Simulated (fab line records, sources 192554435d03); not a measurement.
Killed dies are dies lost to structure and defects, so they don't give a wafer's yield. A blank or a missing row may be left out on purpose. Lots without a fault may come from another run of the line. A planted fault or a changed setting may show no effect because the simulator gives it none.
Split-lot experiment | flow n5_finfet | 7 lots, 21 wafers read, on a route of 1938 steps

THE SPLIT
At N5_FIN_CUT_CUT_ETCH_26 (etches SiNx in CH3F/O2, target depth 39 nm, time 55.7 s), the setting time_s was moved away from the recipe's 55.7 s on 7 of the 21 wafers read, by -18.0% to +15.6%. The other wafers ran this setting at the recipe's value.

FROM THE SPLIT TO THE READING: what the file shows between them, 3 steps
- N5_FIN_CUT_CUT_ETCH_27: etches SiO2 in CHF3/O2, target depth 4 nm, overetch 2 nm, time 4.9 s (also split here: target_depth_a)
- N5_FIN_CUT_PRECLEAN_35: cleans in vHF, time 13.3 s
- N5_FIN_CUT_CUT_ETCH_15: etches Si in HBr/Cl2/O2, target depth 100 nm, bt time 10 s, time 42.4 s

THE READING
SOC_of_FIN_CUT_COAT_18.thk_nm (the simulator's own value, which no gauge read), in nm, at N5_FIN_CUT_CUT_ETCH_28 (etches Si in HBr/Cl2/O2, target depth 6 nm, time 2.4 s). The file gives no usual value for it. The 14 wafers here that ran the recipe average 168.8 nm, standard deviation 0.92 nm.

wafer  | tool, chamber at the split | time_s as run, s | against the recipe | SOC_of_FIN_CUT_COAT_18.thk_nm, nm | against lot-mates on the recipe
L078.1 | rie_diel-01, 0             | 55.7             | recipe             | 168.4                             | -
L078.3 | rie_diel-01, 1             | 55.7             | recipe             | 168.8                             | -
L078.4 | rie_diel-01, 2             | 46.2             | -17.1%             | 172.8                             | +4.2
L081.1 | rie_diel-04, 1             | 55.7             | recipe             | 167.2                             | -
L081.2 | rie_diel-04, 2             | 61.82            | +11.0%             | 165                               | -2.3
L081.6 | rie_diel-04, 3             | 55.7             | recipe             | 167.4                             | -
L083.1 | rie_diel-01, 0             | 59.03            | +6.0%              | 167.8                             | -1.6
L083.2 | rie_diel-01, 1             | 55.7             | recipe             | 169.4                             | -
L083.6 | rie_diel-01, 2             | 59.03            | +6.0%              | 169.4                             | +0.0
L084.1 | rie_diel-01, 0             | 55.7             | recipe             | 168.8                             | -
L084.5 | rie_diel-01, 3             | 55.7             | recipe             | 169.2                             | -
L084.6 | rie_diel-01, 0             | 55.7             | recipe             | 168                               | -
L086.2 | rie_diel-06, 3             | 45.67            | -18.0%             | 172.4                             | +3.4
L086.4 | rie_diel-06, 1             | 55.7             | recipe             | 168.2                             | -
L086.6 | rie_diel-06, 2             | 55.7             | recipe             | 169.8                             | -
L087.1 | rie_diel-04, 3             | 64.41            | +15.6%             | 167.2                             | -2.2
L087.3 | rie_diel-04, 0             | 55.7             | recipe             | 169.4                             | -
L087.5 | rie_diel-04, 3             | 64.41            | +15.6%             | 167.4                             | -2.0
L091.1 | rie_diel-01, 0             | 55.7             | recipe             | 170.2                             | -
L091.2 | rie_diel-01, 3             | 55.7             | recipe             | 170                               | -
L091.5 | rie_diel-01, 1             | 55.7             | recipe             | 167.8                             | -

THE FIT
A straight line over all 21 wafers: SOC_of_FIN_CUT_COAT_18.thk_nm changes by -0.175 nm for each +1% of time_s; r = -0.80; the points scatter about the line by 1.1 nm.
The same after taking each lot's own level away (the mean of its wafers on the recipe; 21 wafers): -0.182 nm for each +1%; r = -0.91; scatter 0.69 nm.
On that fit, the largest move of time_s shifts the reading by 3.3 nm.
The lots' own levels span 167.30 to 169.40 nm, that is 2.3 times the standard deviation above.
So the lot-to-lot level changes the slope little: the two slopes agree.
Check: with one of the wafers moved furthest among these (-18.0%) left out of the fit, the line predicts +3.43 nm for it against its lot-mates. It came out at +3.4 nm against them.

OTHER SPLITS ON THESE WAFERS
These wafers also went through other splits before the reading. Each is held against what the fit with the lots' levels taken away leaves over:
other split on the same wafers        | wafers away from the commonest value | r with SOC_of_FIN_CUT_COAT_18.thk_nm (lot level and that fit taken away)
N5_WELL_APT_COAT_02 spin_rpm          | 9                                    | +0.35
N5_WELL_APT_EXPOSE_05 dose_mj         | 10                                   | -0.16
N5_FIN_SAQP_PECVD_06 time_s           | 8                                    | +0.28
N5_FIN_SAQP_COAT_50 spin_rpm          | 6                                    | +0.07
N5_FIN_CUT_CUT_ETCH_27 target_depth_a | 10                                   | -0.25

THE WHOLE CHAIN: every reading that the file lists as answering this split, in the file's order
step                   | what it does                                                            | reading                                                                        | change (the file's fit)               | r (the file's)
N5_FIN_CUT_CUT_ETCH_26 | etches SiNx in CH3F/O2, target depth 39 nm, time 55.7 s                 | etch.depth_nm (the simulator's own value, which no gauge read)                 | +0.37 nm for each +1% of the setting  | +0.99
N5_FIN_CUT_CUT_ETCH_26 | etches SiNx in CH3F/O2, target depth 39 nm, time 55.7 s                 | SOC_of_FIN_CUT_COAT_18.thk_nm (the simulator's own value, which no gauge read) | -0.177 nm for each +1% of the setting | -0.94
N5_FIN_CUT_CUT_ETCH_15 | etches Si in HBr/Cl2/O2, target depth 100 nm, bt time 10 s, time 42.4 s | SOC_of_FIN_CUT_COAT_18.thk_nm (the simulator's own value, which no gauge read) | -0.197 nm for each +1% of the setting | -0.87
N5_FIN_CUT_CUT_ETCH_28 | etches Si in HBr/Cl2/O2, target depth 6 nm, time 2.4 s                  | SOC_of_FIN_CUT_COAT_18.thk_nm (the simulator's own value, which no gauge read) | -0.193 nm for each +1% of the setting | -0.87

THE FILE'S OWN FIT
SOC_of_FIN_CUT_COAT_18.thk_nm changes by -0.193 nm for each +1% of time_s, r = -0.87.
